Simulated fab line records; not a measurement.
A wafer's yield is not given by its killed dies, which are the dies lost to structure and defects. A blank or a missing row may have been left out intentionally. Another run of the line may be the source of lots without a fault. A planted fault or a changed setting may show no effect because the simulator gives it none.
Chamber matching ; flow n5 finfet ; N5_BEOL_M11_CMP_52 on cmp-01: 4 sister chambers
The step polishes, stops on SiCOH lowk, t overpolish 7 s, target thk 140 nm. 4 wafers are shown with their chamber, then 7 later ones without.

== WAFERS WITH THEIR CHAMBER ==
wafer;chamber;motor current A (A)
L087.2;0;7.0
L087.3;2;5.6
L087.4;3;6.1
L093.1;1;6.6

== WAFERS WITH NO CHAMBER GIVEN ==
wafer;motor current A (A)
L093.2;6.6
L093.3;6.2
L097.1;6.4
L097.3;7.0
L096.2;6.7
L096.3;6.6
L096.4;6.4

== CHAMBER TAKEN BY EACH ==
wafer;from the rows above;in truth
L093.2;1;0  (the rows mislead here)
L093.3;3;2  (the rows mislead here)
L097.1;can't be placed: 1 or 3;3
L097.3;0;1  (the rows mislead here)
L096.2;can't be placed: 1 or 0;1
L096.3;1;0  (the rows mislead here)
L096.4;can't be placed: 1 or 3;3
Placed correctly: 0 of 7. Can't be placed from these rows: 3 (the true chamber is among the candidates in 3). Wrongly placed: 4.
How it was worked out, from the rows above alone: a wafer's distance from a chamber is the root of the sum, over the readings, of the square of ((its reading less the chamber's mean) divided by the reading's scatter). If the next closest chamber is less than 2 further off than the closest, the wafer can't be placed; otherwise it belongs to the closest. For every chamber, the mean is computed from those of its wafers that are shown. The scatter: with one shown wafer a chamber, the root of the mean of the squares of how far each hidden wafer lies from its nearest shown one.
